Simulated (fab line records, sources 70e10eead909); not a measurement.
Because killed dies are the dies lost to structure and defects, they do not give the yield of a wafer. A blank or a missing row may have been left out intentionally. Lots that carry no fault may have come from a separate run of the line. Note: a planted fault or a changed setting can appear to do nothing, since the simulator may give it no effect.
Chamber matching	flow nand harc	4 sister chambers for NHARC_A_STAIRCASE_TRIM_196 on rie diel-08
The step chemistry O2, time 211.2 s. 8 wafers are shown with their chamber, then 8 later ones without.

## WAFERS, EACH WITH ITS CHAMBER
wafer	chamber	drypump motor current A (A)	showerhead plenum p Torr (Torr)
L089.3	2	5.9	3.62
L089.6	2	5.9	3.62
L092.1	1	5.1	3.43
L092.2	3	5.3	3.61
L094.2	0	6.1	3.33
L094.4	1	5.0	3.42
L094.5	3	5.3	3.60
L095.3	0	6.1	3.33

## WAFERS WHOSE CHAMBER IS MISSING
wafer	drypump motor current A (A)	showerhead plenum p Torr (Torr)
L095.4	5.9	3.61
L095.5	6.1	3.33
L095.1	5.0	3.42
L095.2	5.3	3.60
L095.6	5.0	3.42
L097.3	5.3	3.60
L097.4	5.1	3.42
L097.6	6.1	3.32

## WHICH CHAMBER EACH ONE RAN IN
wafer	from the rows above	in truth
L095.4	2	2
L095.5	0	0
L095.1	1	1
L095.2	3	3
L095.6	1	1
L097.3	3	3
L097.4	1	1
L097.6	0	0
8 of 8 placed correctly. Number that these rows cannot place: 0. Wrongly placed: 0.
How it was worked out, from the rows above alone: a wafer's distance from a chamber is the root of the sum, over the readings, of the square of ((its reading less the chamber's mean) divided by the reading's scatter). If the next closest chamber is less than 2 further off than the closest, the wafer can't be placed; otherwise it belongs to the closest. The mean given for a chamber averages the wafers shown for that chamber. The scatter: the root of (the sum of the squares of (reading less its chamber's mean) over the shown wafers, divided by (wafers less chambers)).
